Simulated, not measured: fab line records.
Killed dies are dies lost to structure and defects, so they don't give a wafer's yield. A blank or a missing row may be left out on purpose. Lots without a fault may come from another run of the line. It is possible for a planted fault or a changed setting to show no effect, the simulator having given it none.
fab line records	flow n5Finfet
record: lots: 7	wafers: 19	lastDay: 18
route steps=1938 shown BEOL_M7@1317 PASSIVATION@1936
lots with no fault: from the same line, run without faults
startH: the number of hours between the record's first day and the start of the first shown wafer of the lot	waitH: how many hours have passed since the lot's step before this one	" as in the row above	L1.1+2: a row that stands for several wafers	- no value, or no start was given	* or withheld: withheld	< > ~ a bound
route shown NAME@n: a module of which the file shows steps, and the number in the route of the first	usual: mean and standard deviation over wafers with no fault	same: alike in all rows	chamber/n: place in a boat	sites: the reading at each site	_std_site: standard deviation of those values	_edge_site: outer sites' mean less inner sites'	radiusMm: for every site, how far away it sits from the centre of the wafer	mask NAME#n: copy n	behind: tool/chamber where the wafer was last shaped	hold: why the lot was held/for how many hours/how that ended	device: transistor that didn't switch, given as n, p or np	end of line: tests of these same wafers at the route's end	where a step has no rows: the recipe by itself	killed: the dies lost at the first sort to structure and to defects; this is not the yield of the wafer	map: the dies of a wafer, with x for killed, . for not killed, _ for no die there
set.NAME: the run value of the setting; set.NAME@STEP: its run value at that earlier step	model.NAME: the simulator's own value behind a step, which no gauge read
lots seen at some steps along the route; tables by step, rows by wafer
services: the hour from which a tool's chamber was out of use, counted from the record's first day as startH (under 0 if before that day), plus the number of hours and why
== steps ==
step: N5_BEOL_M7_CURE_75
recipe: tempC: 370	timeS: 120	ambient: DMADMS/He	material: SiCOH_lowk
step: N5_BEOL_M7_DEGAS_44
recipe: ambient: vacuum	tempC: 250	timeS: 60
usual: heaterPowerW: 336/23
lot.wafer	tool	chamber	startH	waitH	heaterPowerW
L499.2	pvdSputter-02	-	215.24	0.3	306
L499.3	"	-	"	"	372
L499.5	"	-	"	"	308
L505.1	pvdSputter-03	-	256.13	1.7	350
L505.3	"	-	"	"	290
L506.2	pvdSputter-02	-	260.56	0.4	309
L506.3	"	-	"	"	323
L506.5	"	-	"	"	367
L508.1	pvdSputter-03	-	276.29	0.5	288
L508.5	"	-	"	"	351
L517.1	pvdSputter-02	-	336.72	3.0	323
L517.2	"	-	"	"	368
L517.5	"	-	"	"	353
L519.1	pvdSputter-02	-	336.90	3.0	359
L519.2	"	-	"	"	310
L519.4	"	-	"	"	322
L520.3	pvdSputter-01	-	348.93	2.0	311
L520.4	"	-	"	"	367
L520.6	"	-	"	"	354
step: N5_BEOL_M7_PRE_CLEAN_45
recipe: gas: H2/He	timeS: 30	tempC: 250
step: N5_BEOL_M7_ALD_77
recipe: material: TaN	targetThkA: 20	tempC: 275	aldPrecursorFamily: PDMAT	aldCoReactant: NH3	pressureTorr: 3	carrierFlowSccm: 1500	pulseTimeS: 2	purgeTimeS: 3	coReactantPurgeTimeS: 2	coReactantPulseTimeS: 3	aldCycles: 40	precursorVesselTempC: 75	precursorVesselPressureTorr: 26.25	precursorVesselCarrierSccm: 1000
step: N5_BEOL_M7_SURFACE_TREAT_79
recipe: gas: Ar	timeS: *	ionEnergyEv: *	ionCurrentMaCm2: 0.5	pressureMtorr: *	arFlowSccm: 30
usual: pressureMtorr: *	throttleValvePct: *
lot.wafer	tool	chamber	startH	waitH	pressureMtorr	throttleValvePct
L499.2	pvdSputter-02	-	215.64	0.2	*	*
L499.3	"	-	"	"	*	*
L499.5	"	-	"	"	*	*
L505.1	pvdSputter-01	-	256.53	0.2	*	*
L505.3	"	-	"	"	*	*
L506.2	pvdSputter-02	-	261.42	0.5	*	*
L506.3	"	-	"	"	*	*
L506.5	"	-	"	"	*	*
L508.1	pvdSputter-02	-	276.80	0.3	*	*
L508.5	"	-	"	"	*	*
L517.1	pvdSputter-02	-	337.12	0.2	*	*
L517.2	"	-	"	"	*	*
L517.5	"	-	"	"	*	*
L519.1	pvdSputter-02	-	337.34	0.2	*	*
L519.2	"	-	"	"	*	*
L519.4	"	-	"	"	*	*
L520.3	pvdSputter-01	-	349.41	0.2	*	*
L520.4	"	-	"	"	*	*
L520.6	"	-	"	"	*	*
step: N5_BEOL_M7_CVD_78
recipe: material: Co	targetThkA: 20	tempC: withheld	precursor: CCTBA/H2	pressureTorr: 30	timeS: 142.3
step: N5_BEOL_M7_SPUTTER_48
recipe: material: Cu	targetThkA: 100	tempC: -20	biasV: 60	powerW: 26000	chamberPressurePa: 0.13	timeS: 1.667
usual: cathodeDcPowerW: 26000/5	chuckSensorTempC: -16.0/0.43	throttleValvePct: 29.9/0.8
lot.wafer	tool	chamber	startH	waitH	cathodeDcPowerW	chuckSensorTempC	throttleValvePct
L499.2	pvdSputter-03	-	216.01	0.3	26005	-16.2	28.7
L499.3	"	-	"	"	26005	-16.2	31.0
L499.5	"	-	"	"	25999	-16.3	28.4
L505.1	pvdSputter-01	-	256.81	0.2	26002	-16.5	28.8
L505.3	"	-	"	"	25994	-15.3	29.9
L506.2	pvdSputter-02	-	261.68	0.2	26008	-16.3	29.9
L506.3	"	-	"	"	25997	-15.8	30.2
L506.5	"	-	"	"	25997	-15.7	30.3
L508.1	pvdSputter-02	-	277.00	0.1	25996	-15.6	30.4
L508.5	"	-	"	"	25994	-15.9	29.9
L517.1	pvdSputter-03	-	337.35	0.1	26008	-16.1	30.9
L517.2	"	-	"	"	26000	-15.7	30.4
L517.5	"	-	"	"	26000	-16.0	30.9
L519.1	pvdSputter-03	-	337.55	0.1	25998	-15.7	30.6
L519.2	"	-	"	"	26003	-16.2	28.5
L519.4	"	-	"	"	26009	-16.2	31.1
L520.3	pvdSputter-01	-	349.81	0.1	26003	-15.7	30.5
L520.4	"	-	"	"	25999	-15.3	30.3
L520.6	"	-	"	"	25995	-15.5	28.2
step: N5_BEOL_M7_ECD_50
recipe: material: Cu	targetThkA: 3000
step: N5_BEOL_M7_ANNEAL_51
recipe: tempC: 225	timeS: 90	ambient: N2
usual: annealTempC: 224.98/0.16	wafer_temp_C_max: 225.8/0.43
lot.wafer	tool	chamber	startH	waitH	annealTempC	wafer_temp_C_max
L499.2	rtpAnneal-02	0	216.26	0.1	225.28	225.4
L499.3	"	0	"	"	225.26	225.6
L499.5	"	0	"	"	224.86	225.8
L505.1	rtpAnneal-01	0	257.23	0.3	225.05	226.3
L505.3	"	0	"	"	225.07	226.7
L506.2	rtpAnneal-01	0	261.99	0.2	224.71	226.6
L506.3	"	0	"	"	224.97	226.8
L506.5	"	0	"	"	224.85	226.5
L508.1	rtpAnneal-02	0	277.59	0.4	224.90	226.0
L508.5	"	0	"	"	225.02	225.9
L517.1	rtpAnneal-02	0	337.56	0.1	224.89	225.8
L517.2	"	0	"	"	225.04	225.7
L517.5	"	0	"	"	225.04	225.6
L519.1	rtpAnneal-01	0	337.93	0.2	224.90	226.1
L519.2	"	0	"	"	224.89	226.0
L519.4	"	0	"	"	224.70	226.0
L520.3	rtpAnneal-01	0	350.11	0.1	224.96	226.3
L520.4	"	0	"	"	224.97	226.2
L520.6	"	0	"	"	225.04	226.7
step: N5_BEOL_M7_CMP_52
recipe: stopOn: SiCOH_lowk	tOverpolishS: 6.9	downForcePsi: 1	platenRpm: 50	clearingPlatenDownForcePsi: 1.5	clearingPlatenRpm: 50	postCmpClean: cuAlkaline	targetThkNm: 80	clearingPlatenPadVelocityMS: 0.99484	padVelocityMS: 0.99484
usual: barrierFieldEndpointS: 28.9/0.8	motorCurrentA: 6.2/0.67	overpolishRunS: 6.901/0.0095	retainingRingPressureFrac: 1.001/0.0052	slurryFilterDpKPa: 13.51/0.13	slurryFlowMlMin: 150.0/0.51	timeToEndpointS: 62/3.8
lot.wafer	tool	chamber	startH	waitH	barrierFieldEndpointS	motorCurrentA	overpolishRunS	retainingRingPressureFrac	slurryFilterDpKPa	slurryFlowMlMin	timeToEndpointS
L499.3	cmp-02	2	216.51	0.2	28.4	6.1	6.907	0.999	13.40	150.2	57
L499.2	"	1	"	"	29.8	7.1	6.904	0.996	13.65	149.9	67
L499.5	"	3	"	"	29.5	5.9	6.899	1.004	13.56	149.9	65
L505.3	cmp-04	1	257.57	0.2	28.1	4.7	6.900	1.005	13.44	149.5	62
L505.1	"	3	"	"	27.4	6.0	6.915	0.997	13.42	149.7	59
L506.3	cmp-03	0	262.24	0.2	29.0	7.4	6.908	1.012	13.65	150.6	64
L506.2	"	3	"	"	29.3	5.8	6.896	1.005	13.92	149.6	67
L506.5	"	1	"	"	29.8	6.0	6.914	1.006	13.51	149.7	63
L508.1	cmp-02	1	277.89	0.3	29.9	7.2	6.905	1.001	13.58	149.5	69
L508.5	"	1	"	"	30.1	7.4	6.889	1.008	13.42	149.5	66
L517.1	cmp-03	1	337.96	0.4	28.1	5.8	6.912	1.011	13.42	150.8	64
L517.2	"	0	"	"	29.1	7.3	6.904	1.000	13.44	150.1	64
L517.5	"	2	"	"	27.6	7.0	6.919	1.002	13.54	150.4	59
L519.2	cmp-02	2	338.25	0.2	27.9	6.1	6.895	1.011	13.59	149.9	56
L519.4	"	3	"	"	30.3	6.4	6.903	0.999	13.37	150.2	65
L519.1	"	0	"	"	28.7	6.5	6.899	0.998	13.54	149.1	58
L520.3	cmp-04	3	350.40	0.2	27.8	5.9	6.918	1.002	13.38	149.9	57
L520.4	"	0	"	"	29.5	5.8	6.896	1.005	13.59	150.6	68
L520.6	"	2	"	"	29.0	5.6	6.908	0.997	13.42	150.0	64
step: N5_BEOL_M7_THK_MEAS_53
recipe: thkMeasGauge: xrf	reads: Cu_of_BEOL_M7_ECD_50
usual: M7_THK: 78.9/2.7
lot.wafer	tool	chamber	startH	waitH	M7_THK[nm]
L499.2	filmMetro-02	-	216.81	-	78.5
L499.3	"	-	"	"	82.9
L499.5	"	-	"	"	76.5
L505.1	filmMetro-01	-	257.82	-	75.6
L505.3	"	-	"	"	76.5
L506.2	filmMetro-02	-	262.54	-	79.3
L506.3	"	-	"	"	76.6
L506.5	"	-	"	"	76.3
L508.1	filmMetro-02	-	278.18	-	79.5
L508.5	"	-	"	"	81.8
L517.1	filmMetro-01	-	338.26	-	79.2
L517.2	"	-	"	"	73.7
L517.5	"	-	"	"	80.1
L519.1	filmMetro-02	-	338.54	-	77.4
L519.2	"	-	"	"	79.2
L519.4	"	-	"	"	81.9
L520.3	filmMetro-02	-	350.62	-	80.9
L520.4	"	-	"	"	78.8
L520.6	"	-	"	"	79.2
step: N5_BEOL_M7_PRE_CLEAN_55
recipe: gas: NH3	timeS: 15	tempC: withheld	rfPowerW: 300
step: N5_BEOL_M7_DEP_56
recipe: material: SiCN	targetThkA: 100	tempC: withheld	precursor: 3MS/NH3	pressureTorr: 3	rfW: 202	timeS: 17.5
usual: showerheadPlenumPTorr: 3.658/0.014	throttleValvePct: 9.2/0.93
lot.wafer	tool	chamber	startH	waitH	showerheadPlenumPTorr	throttleValvePct	model.SiCN_of_BEOL_M7_DEP_56.thkNm
L499.2	pecvd-03	2	216.87	0.0	3.653	8.2	9.6
L499.3	"	0	"	"	3.661	10.9	9.8
L499.5	"	1	"	"	3.641	9.6	9.8
L505.1	pecvd-03	0	257.89	0.0	3.661	11.2	9.2
L505.3	"	1	"	"	3.634	9.5	9.8
L506.2	pecvd-03	2	262.60	0.0	3.664	8.3	9.4
L506.3	"	0	"	"	3.659	11.1	9.8
L506.5	"	1	"	"	3.640	9.3	10.2
L508.1	pecvd-03	0	278.24	0.0	3.659	11.2	9.2
L508.5	"	2	"	"	3.650	8.4	9.8
L517.1	pecvd-04	2	338.32	0.0	3.645	9.0	10
L517.2	"	1	"	"	3.663	9.2	9.8
L517.5	"	1	"	"	3.661	9.1	10.2
L519.1	pecvd-02	0	338.60	0.0	3.691	8.5	10
L519.2	"	2	"	"	3.675	8.7	10
L519.4	"	0	"	"	3.691	8.4	10.2
L520.3	pecvd-04	0	350.68	0.0	3.670	9.0	10.2
L520.4	"	2	"	"	3.642	9.2	10.2
L520.6	"	1	"	"	3.673	9.2	10.2
step: N5_BEOL_M7_RS_MEAS_57
recipe: thkMeasGauge: four-point-probe	reads: Cu_of_BEOL_M7_ECD_50+Co_of_BEOL_M7_CVD_78+TaN_of_BEOL_M7_ALD_77
usual: M7_RS: 0.291/0.012
lot.wafer	tool	chamber	startH	waitH	M7_RS[ohm/sq]
L499.2	filmMetro-01	-	216.94	0.1	0.294
L499.3	"	-	"	"	0.276
L499.5	"	-	"	"	0.303
L505.1	filmMetro-01	-	257.96	0.1	0.305
L505.3	"	-	"	"	0.303
L506.2	filmMetro-01	-	262.67	0.1	0.294
L506.3	"	-	"	"	0.304
L506.5	"	-	"	"	0.306
L508.1	filmMetro-01	-	278.31	0.1	0.288
L508.5	"	-	"	"	0.279
L517.1	filmMetro-01	-	338.39	0.1	0.289
L517.2	"	-	"	"	0.312
L517.5	"	-	"	"	0.285
L519.1	filmMetro-02	-	338.67	0.1	0.295
L519.2	"	-	"	"	0.287
L519.4	"	-	"	"	0.277
L520.3	filmMetro-01	-	350.75	0.1	0.282
L520.4	"	-	"	"	0.291
L520.6	"	-	"	"	0.289
step: N5_PASSIVATION_PROBE_49
usual: defectLimitedYield: 91.7/1.4	killed_at_M0_to_M3: 31/11	killed_at_M4_up: 13/4.6	killedAtContacts: 13/6.7	killedAtFrontEnd: 39/9.6	killedAtOther: 3.5/2.8	killedDies: 98/16	killedOpen: 64/11	killedShort: 33/8.5	sort_bin_5_function: 4.9/0.96	sort_bin_6_memory: 3.1/0.59	sort_bin_8_speed: 0.2/1.3	sortNPass: 1080/23	sortYieldPct: 91.5/1.9
same: grossDies: 1180	killedAtBackSide: 0	sort_bin_4_leakage[%]: 0
lot.wafer	tool	chamber	startH	waitH	defectLimitedYield[%]	killed_at_M0_to_M3	killed_at_M4_up	killedAtContacts	killedAtFrontEnd	killedAtOther	killedDies	killedOpen	killedShort	sort_bin_5_function[%]	sort_bin_6_memory[%]	sort_bin_8_speed[%]	sortNPass	sortYieldPct[%]
L499.2	prober-01	-	294.78	0.1	90.3	27	12	22	54	0	115	72	41	5.9	3.2	0	1065	90.3
L499.3	prober-01	-	294.83	0.1	90.3	25	19	23	45	2	114	75	38	5.7	3.6	0	1066	90.3
L499.5	prober-01	-	294.93	0.2	89.9	21	13	36	44	5	119	70	49	6.4	3.3	0	1061	89.9
L508.1	prober-01	-	347.89	0.0	93.3	27	12	7	24	9	79	58	21	3.8	2.6	0	1101	93.3
L508.5	prober-01	-	348.09	0.2	91.6	37	15	3	41	3	99	68	29	4.7	3.4	0.1	1081	91.6
killed by level:class
L499.2 MOL_CONTACT_COAG:geometricParticle:open=18 GATE_CUT:geometricParticle:short=17 FIN_SAQP:geometricParticle:short=10 GATE_CUT:geometricParticle:open=10 FIN_SAQP:geometricParticle:open=7 BEOL_M0:geometricParticle:open=7 BEOL_M1:geometricParticle:open=7 BEOL_M4:geometricParticle:open=7
L499.3 MOL_CONTACT_COAG:geometricParticle:open=18 GATE_CUT:geometricParticle:short=9 BEOL_M1:geometricParticle:open=9 BEOL_M4:geometricParticle:open=6 FIN_SAQP:geometricParticle:short=5 DUMMY_GATE:geometricParticle:open=5 GATE_CUT:geometricParticle:open=5 STI_FIN_REVEAL:geometricParticle:open=4
L499.5 MOL_CONTACT_COAG:geometricParticle:open=26 FIN_SAQP:geometricParticle:short=11 MOL_CONTACT_COAG:geometricParticle:short=10 FIN_SAQP:geometricParticle:open=9 GATE_CUT:geometricParticle:open=8 BEOL_M1:geometricParticle:open=5 GATE_CUT:geometricParticle:short=4 BEOL_M1:geometricParticle:short=4
L508.1 BEOL_M3:geometricParticle:open=9 BEOL_M4:geometricParticle:open=8 STI_FIN_REVEAL:geometricParticle:open=6 DUMMY_GATE:geometricParticle:open=6 FIN_SAQP:geometricParticle:open=5 MOL_CONTACT_COAG:geometricParticle:open=5 BEOL_M1:geometricParticle:open=5 FIN_SAQP:geometricParticle:short=4
L508.5 BEOL_M3:geometricParticle:open=13 FIN_SAQP:geometricParticle:short=11 FIN_SAQP:geometricParticle:open=9 BEOL_M0_SAQP:geometricParticle:open=8 BEOL_M1:geometricParticle:open=7 BEOL_M4:geometricParticle:open=7 STI_FIN_REVEAL:geometricParticle:open=5 GATE_CUT:geometricParticle:open=4
== services ==
tool	chamber	startH	hours	kind
cmp-04	-	191.48	0.5	repair
pecvd-04	2	202.38	-	clean
pecvd-02	-	218.26	16.8	repair
pecvd-02	-	237.05	4.3	pm
pecvd-03	-	242.55	1.7	repair
pecvd-03	-	247.71	5.3	repair
cmp-02	-	248.06	0.8	repair
cmp-04	-	248.72	3.4	repair
cmp-02	-	252.76	2.7	repair
cmp-02	-	263.10	2.0	repair
cmp-04	-	269.35	4.0	pm
cmp-03	-	281.13	8.0	repair
cmp-04	-	284.46	6.0	pm
pecvd-03	1	300.78	2.8	repair
cmp-02	-	303.32	1.6	repair
cmp-02	-	307.52	0.3	repair
cmp-02	-	315.83	4.0	pm
cmp-02	-	319.83	-	consumableReplace:conditioner
cmp-02	-	319.83	-	consumableReplace:pad
cmp-02	-	319.83	4.8	pm
pecvd-03	1	322.46	12.9	repair
cmp-04	-	330.87	1.7	repair
pecvd-04	-	350.00	0.5	repair
cmp-03	-	350.24	3.0	pm
== key ==
firstSign none at tools or gauges
modelEffect: step: N5_BEOL_M7_DEP_56	value: SiCN_of_BEOL_M7_DEP_56.thkNm	without: 9.8	struck: 9.267
metAt N5_BEOL_M7_DEP_56
struckWafers L505.1,L506.2,L508.1
onsetBetween 216.87 257.89
fault: kind: processParameterDrift	tool: pecvd-03	chamber: -	onsetH: 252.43	steps: N5_BEOL_M7_DEP_56	channel: timeS	offset: *	shape: step	endH: 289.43	scope: struckWafersOnly	actsIn: *	stated: *
